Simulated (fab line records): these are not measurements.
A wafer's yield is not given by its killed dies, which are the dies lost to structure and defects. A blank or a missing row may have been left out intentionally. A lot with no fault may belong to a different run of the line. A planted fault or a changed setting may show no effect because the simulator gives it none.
fab line records + flow nandHarc + part 2 of 2: steps 23 to 31 of 31
record:
- lots: 5
- wafers: 15
- lastDay: 24
route steps=1159 shown A_M0@1020 A_M1@1026
lots with no fault: from the same line, run without faults
startH: the number of hours between the record's first day and the start of the first shown wafer of the lot + waitH: time in hours since the lot's previous step + " unchanged from the row above + L1.1+2: several wafers, shown together as one row + - value missing, or start not given + * or withheld: withheld + < > ~ a bound
route shown NAME@n: names a module that has steps shown in the file, with the first one's number in the route + usual: mean and standard deviation over wafers with no fault + same: alike in all rows + chamber/n: place in a boat + sites: per-site readings + _std_site: the standard deviation of these + _edge_site: mean of outer sites minus mean of inner sites + radiusMm: for every site, how far away it sits from the centre of the wafer + mask NAME#n: copy n + behind: tool/chamber where the wafer was last shaped + hold: cause of the lot's hold/its duration in hours/its outcome + device: names the non-switching transistor (n, p or np) + end of line: tests run on the same wafers once the route is complete + where a step has no rows: the recipe by itself + killed: count of dies lost to structure and defects at first sort (not the wafer's yield) + map: per-die view of a wafer (x killed, . not killed, _ where there is no die)
set.NAME: the setting the step ran with; set.NAME@STEP: the setting that earlier step ran with + model.NAME: the simulator's own value behind a step, which no gauge read
certain route steps with their lots: each step a table, each wafer a row
services: the hour from which a tool's chamber was out of use, counted from the record's first day as startH (under 0 if before that day), plus the number of hours and why
== steps ==
step: NHARC_A_M1_STRIP_18
recipe:
- powerW: 1000
- n2FlowSccm: 150
- h2FlowSccm: 150
- arFlowSccm: 0
- biasW: 0
- chemistry: N2/H2
usual:
- drypumpMotorCurrentA: 5.7/0.39
- oesProductAu: 1.003/0.017
- rfVppV: 90.6/1
- showerheadPlenumPTorr: 2.05/0.066
- throttleValvePct: 14.172/0.0094
| lot.wafer | tool       | chamber | startH | waitH | drypumpMotorCurrentA | oesProductAu | rfHoursCounterH | rfVppV | showerheadPlenumPTorr | throttleValvePct |
|-----------|------------|---------|--------|-------|----------------------|--------------|-----------------|--------|-----------------------|------------------|
| L074.1    | rieDiel-04 | 1       | 409.07 | 0.1   | 5.6                  | 1.032        | 8               | 90.8   | 1.94                  | 14.164           |
| L074.3    | "          | 2       | "      | "     | 5.9                  | 0.980        | 8               | 90.3   | 2.13                  | 14.181           |
| L074.6    | "          | 2       | "      | "     | 5.9                  | 0.978        | -               | 91.2   | 2.13                  | 14.161           |
| L080.2    | rieDiel-07 | 1       | 431.22 | 0.1   | 6.3                  | 0.996        | 0               | 89.3   | 2.04                  | 14.182           |
| L080.1    | "          | 3       | "      | "     | 6.5                  | 1.008        | 0               | 92.9   | 2.13                  | 14.166           |
| L080.6    | "          | 0       | "      | "     | 5.2                  | 0.975        | -               | 91.3   | 2.01                  | 14.190           |
| L082.4    | rieDiel-02 | 3       | 448.54 | 0.1   | 5.6                  | 1.035        | 7               | 90.6   | 2.06                  | 14.165           |
| L082.1    | "          | 0       | "      | "     | 6.3                  | 1.009        | 7               | 90.4   | 2.05                  | 14.180           |
| L082.6    | "          | 3       | "      | "     | 5.6                  | 1.029        | -               | 90.5   | 2.06                  | 14.187           |
| L093.4    | rieDiel-04 | 0       | 510.80 | 0.1   | 5.7                  | 0.995        | 4               | 91.9   | 2.08                  | 14.165           |
| L093.1    | "          | 2       | "      | "     | 5.9                  | 1.004        | 3               | 91.0   | 2.13                  | 14.172           |
| L093.2    | "          | 3       | "      | "     | 5.3                  | 1.006        | 4               | 88.9   | 1.96                  | 14.165           |
| L096.2    | rieDiel-02 | 0       | 534.82 | 0.1   | 6.3                  | 0.997        | 2               | 92.5   | 2.05                  | 14.179           |
| L096.6    | "          | 2       | "      | "     | 4.9                  | 1.010        | -               | 91.2   | 2.13                  | 14.183           |
| L096.5    | "          | 3       | "      | "     | 5.6                  | 1.035        | -               | 90.7   | 2.06                  | 14.184           |
step: NHARC_A_M1_ETCH_28
recipe:
- targetDepthA: 300
- overEtchFrac: 0.3
- timeS: 72.99
- ionEnergyEv: 150
- cf4FlowSccm: 50
- n2FlowSccm: 100
- arFlowSccm: 150
- rfW: 300
- biasW: 100
- chemistry: CF4/N2
usual:
- drypumpMotorCurrentA: 5.7/0.39
- oesProductAu: 1.001/0.016
- rfVppV: 314.4/1.6
- showerheadPlenumPTorr: 2.64/0.078
- throttleValvePct: 19.795/0.009
| lot.wafer | tool       | chamber | startH | waitH | drypumpMotorCurrentA | oesProductAu | rfHoursCounterH | rfVppV | showerheadPlenumPTorr | throttleValvePct |
|-----------|------------|---------|--------|-------|----------------------|--------------|-----------------|--------|-----------------------|------------------|
| L074.3    | rieDiel-04 | 1       | -      | -     | 5.6                  | 1.012        | 8               | 311.3  | 2.50                  | 19.799           |
| L074.1    | "          | 2       | "      | "     | 5.9                  | 0.990        | 8               | 315.3  | 2.74                  | 19.791           |
| L074.6    | "          | 3       | "      | "     | 5.3                  | 0.999        | -               | 312.3  | 2.54                  | 19.822           |
| L080.2    | rieDiel-07 | 0       | -      | -     | 5.2                  | 0.986        | 0               | 314.9  | 2.59                  | 19.797           |
| L080.1    | "          | 1       | "      | "     | 6.3                  | 1.015        | 0               | 314.2  | 2.63                  | 19.800           |
| L080.6    | "          | 0       | "      | "     | 5.2                  | 0.978        | -               | 312.4  | 2.59                  | 19.786           |
| L082.1    | rieDiel-02 | 3       | -      | -     | 5.6                  | 1.030        | 7               | 313.7  | 2.65                  | 19.795           |
| L082.4    | "          | 0       | "      | "     | 6.2                  | 1.009        | 7               | 314.3  | 2.64                  | 19.792           |
| L082.6    | "          | 0       | "      | "     | 6.2                  | 1.008        | -               | 314.9  | 2.64                  | 19.788           |
| L093.2    | rieDiel-04 | 1       | -      | -     | 5.5                  | 1.019        | 3               | 311.6  | 2.50                  | 19.809           |
| L093.1    | "          | 2       | "      | "     | 5.9                  | 0.988        | 3               | 315.2  | 2.73                  | 19.796           |
| L093.4    | "          | 3       | "      | "     | 5.3                  | 0.992        | 4               | 312.4  | 2.53                  | 19.775           |
| L096.2    | rieDiel-02 | 3       | -      | -     | 5.6                  | 1.028        | 2               | 314.5  | 2.64                  | 19.794           |
| L096.6    | "          | 0       | "      | "     | 6.3                  | 0.981        | -               | 314.4  | 2.64                  | 19.787           |
| L096.5    | "          | 1       | "      | "     | 6.0                  | 1.008        | -               | 313.4  | 2.63                  | 19.797           |
step: NHARC_A_M1_STRIP_19
recipe:
- timeS: 600
- tempC: 30
- chemistry: postEtchResidueRemover
| lot.wafer  | tool        | chamber | startH | waitH |
|------------|-------------|---------|--------|-------|
| L074.3+1+6 | wetBench-10 | 5,6,0   | 409.46 | -     |
| L080.1+6+2 | wetBench-08 | 3,5,7   | 431.57 | -     |
| L082.1+4+6 | wetBench-10 | 6,0,3   | 448.92 | -     |
| L093.4+2+1 | wetBench-10 | 4,7,1   | 511.17 | -     |
| L096.6+5+2 | wetBench-10 | 7,0,2   | 535.14 | -     |
step: NHARC_A_M1_DEGAS_29
recipe:
- tempC: 250
- timeS: 60
usual:
- heaterPowerW: 322/20
| lot.wafer | tool          | chamber | startH | waitH | heaterPowerW |
|-----------|---------------|---------|--------|-------|--------------|
| L074.1    | pvdSputter-02 | -       | 409.71 | -     | 328          |
| L074.3    | "             | -       | "      | "     | 325          |
| L074.6    | "             | -       | "      | "     | 322          |
| L080.2    | pvdSputter-03 | -       | 431.83 | -     | 275          |
| L080.1    | "             | -       | "      | "     | 305          |
| L080.6    | "             | -       | "      | "     | 277          |
| L082.1    | pvdSputter-03 | -       | 449.20 | -     | 340          |
| L082.4    | "             | -       | "      | "     | 280          |
| L082.6    | "             | -       | "      | "     | 317          |
| L093.4    | pvdSputter-01 | -       | 511.44 | -     | 303          |
| L093.2    | "             | -       | "      | "     | 335          |
| L093.1    | "             | -       | "      | "     | 356          |
| L096.2    | pvdSputter-02 | -       | 535.41 | -     | 326          |
| L096.5    | "             | -       | "      | "     | 327          |
| L096.6    | "             | -       | "      | "     | 315          |
step: NHARC_A_M1_PRE_CLEAN_30
recipe:
- timeS: 30
- tempC: 280
- gas: H2/He
usual:
- heaterPowerW: 396/27
| lot.wafer | tool          | chamber | startH | waitH | heaterPowerW |
|-----------|---------------|---------|--------|-------|--------------|
| L074.3    | pvdSputter-02 | -       | -      | -     | 419          |
| L074.1    | "             | -       | "      | "     | 395          |
| L074.6    | "             | -       | "      | "     | 427          |
| L080.2    | pvdSputter-03 | -       | -      | -     | 391          |
| L080.1    | "             | -       | "      | "     | 337          |
| L080.6    | "             | -       | "      | "     | 378          |
| L082.4    | pvdSputter-03 | -       | -      | -     | 414          |
| L082.1    | "             | -       | "      | "     | 382          |
| L082.6    | "             | -       | "      | "     | 335          |
| L093.4    | pvdSputter-01 | -       | -      | -     | 437          |
| L093.2    | "             | -       | "      | "     | 370          |
| L093.1    | "             | -       | "      | "     | 413          |
| L096.2    | pvdSputter-02 | -       | -      | -     | 415          |
| L096.5    | "             | -       | "      | "     | 375          |
| L096.6    | "             | -       | "      | "     | 427          |
step: NHARC_A_M1_PVD_20
recipe:
- targetThkA: 50
- biasV: 168.6
- powerW: 15000
- chamberPressurePa: 0.12
- timeS: 8.06
- substrateTempC: 50
- material: TaN
usual:
- throttleValvePct: 29.4/1.3
| lot.wafer | tool          | chamber | startH | waitH | throttleValvePct |
|-----------|---------------|---------|--------|-------|------------------|
| L074.3    | pvdSputter-02 | -       | -      | -     | 28.8             |
| L074.1    | "             | -       | "      | "     | 28.4             |
| L074.6    | "             | -       | "      | "     | 28.9             |
| L080.1    | pvdSputter-03 | -       | -      | -     | 30.2             |
| L080.2    | "             | -       | "      | "     | 32.5             |
| L080.6    | "             | -       | "      | "     | 26.1             |
| L082.4    | pvdSputter-03 | -       | -      | -     | 32.5             |
| L082.1    | "             | -       | "      | "     | 26.2             |
| L082.6    | "             | -       | "      | "     | 32.4             |
| L093.2    | pvdSputter-01 | -       | -      | -     | 29.9             |
| L093.4    | "             | -       | "      | "     | 29.7             |
| L093.1    | "             | -       | "      | "     | 29.1             |
| L096.2    | pvdSputter-02 | -       | -      | -     | 28.8             |
| L096.5    | "             | -       | "      | "     | 28.7             |
| L096.6    | "             | -       | "      | "     | 28.4             |
step: NHARC_A_M1_PVD_21
recipe:
- targetThkA: 300
- chamberPressurePa: 5
- powerW: 5000
- substrateTempC: 30
- timeS: 20.49
- material: Cu
usual:
- throttleValvePct: 29.3/1.3
| lot.wafer | tool          | chamber | startH | waitH | throttleValvePct |
|-----------|---------------|---------|--------|-------|------------------|
| L074.3    | pvdSputter-02 | -       | -      | -     | 28.2             |
| L074.1    | "             | -       | "      | "     | 28.6             |
| L074.6    | "             | -       | "      | "     | 28.5             |
| L080.2    | pvdSputter-03 | -       | -      | -     | 30.5             |
| L080.1    | "             | -       | "      | "     | 32.3             |
| L080.6    | "             | -       | "      | "     | 26.0             |
| L082.1    | pvdSputter-03 | -       | -      | -     | 26.2             |
| L082.4    | "             | -       | "      | "     | 30.3             |
| L082.6    | "             | -       | "      | "     | 26.3             |
| L093.4    | pvdSputter-01 | -       | -      | -     | 28.6             |
| L093.1    | "             | -       | "      | "     | 30.1             |
| L093.2    | "             | -       | "      | "     | 30.0             |
| L096.2    | pvdSputter-02 | -       | -      | -     | 28.7             |
| L096.5    | "             | -       | "      | "     | 28.3             |
| L096.6    | "             | -       | "      | "     | 30.4             |
step: NHARC_A_M1_ECD_22
recipe:
- targetThkA: 4000
- bathTempC: 25
- material: Cu
| lot.wafer  | tool     | chamber | startH | waitH |
|------------|----------|---------|--------|-------|
| L074.1+3+6 | ecdCu-02 | 0,1,0   | 410.12 | -     |
| L080.2+1+6 | ecdCu-01 | 1,0,1   | 432.19 | -     |
| L082.1+4+6 | ecdCu-02 | 0,1,0   | 449.71 | -     |
| L093.1+2+4 | ecdCu-02 | 1,0,0   | 511.79 | -     |
| L096.2+5+6 | ecdCu-02 | 0,1,0   | 535.82 | -     |
step: NHARC_A_M1_ANNEAL_31
recipe:
- tempC: 225
- timeS: 90
usual:
- wafer_temp_C_max: 225.9/0.31
| lot.wafer | tool         | chamber | startH | waitH | wafer_temp_C_max |
|-----------|--------------|---------|--------|-------|------------------|
| L074.1    | rtpAnneal-02 | 0       | 410.48 | 0.3   | 225.7            |
| L074.3    | "            | 0       | "      | "     | 225.8            |
| L074.6    | "            | 0       | "      | "     | 226.0            |
| L080.1    | rtpAnneal-02 | 0       | 432.57 | -     | 226.2            |
| L080.2    | "            | 0       | "      | "     | 226.0            |
| L080.6    | "            | 0       | "      | "     | 226.0            |
| L082.1    | rtpAnneal-02 | 0       | 450.08 | -     | 226.5            |
| L082.4    | "            | 0       | "      | "     | 226.0            |
| L082.6    | "            | 0       | "      | "     | 225.9            |
| L093.1    | rtpAnneal-02 | 0       | 512.17 | 0.3   | 226.0            |
| L093.2    | "            | 0       | "      | "     | 225.8            |
| L093.4    | "            | 0       | "      | "     | 226.0            |
| L096.2    | rtpAnneal-02 | 0       | 536.20 | -     | 225.3            |
| L096.5    | "            | 0       | "      | "     | 225.5            |
| L096.6    | "            | 0       | "      | "     | 226.0            |
== services ==
| tool           | chamber | startH | hours | kind   |
|----------------|---------|--------|-------|--------|
| pvdSputter-02  | -       | 392.00 | 10.0  | pm     |
| rieDiel-02     | 3       | 398.72 | 3.2   | repair |
| rieDiel-07     | 1       | 398.75 | 5.6   | repair |
| rieDiel-07     | -       | 405.20 | 9.0   | pm     |
| rieDiel-04     | 1       | 411.87 | 9.4   | repair |
| rieDiel-02     | 2       | 413.32 | 14.5  | repair |
| rieDiel-04     | 3       | 414.71 | 23.2  | repair |
| pvdSputter-03  | -       | 421.89 | 1.1   | repair |
| wetBench-10    | -       | 423.20 | 8.0   | pm     |
| lithoTrack-01  | -       | 443.00 | 7.0   | pm     |
| pecvd-03       | -       | 453.81 | 4.0   | repair |
| rieDiel-04     | -       | 466.21 | 9.0   | pm     |
| pvdSputter-03  | -       | 466.54 | 10.0  | pm     |
| lithoTrack-06  | -       | 467.00 | 7.0   | pm     |
| arfiScanner-01 | -       | 473.00 | 0.4   | repair |
| pecvd-03       | -       | 473.30 | 13.0  | pm     |
| pvdSputter-01  | -       | 477.52 | 1.4   | repair |
| lithoTrack-04  | -       | 491.00 | 7.0   | pm     |
| rieDiel-07     | 0       | 495.00 | 1.4   | repair |
| rieDiel-02     | 3       | 498.83 | 7.5   | repair |
| rieDiel-02     | -       | 504.98 | 9.0   | pm     |
| ecdCu-02       | -       | 507.07 | 1.6   | repair |
| pecvd-04       | -       | 529.45 | 0.6   | repair |
| rieDiel-04     | -       | 535.08 | 0.2   | repair |
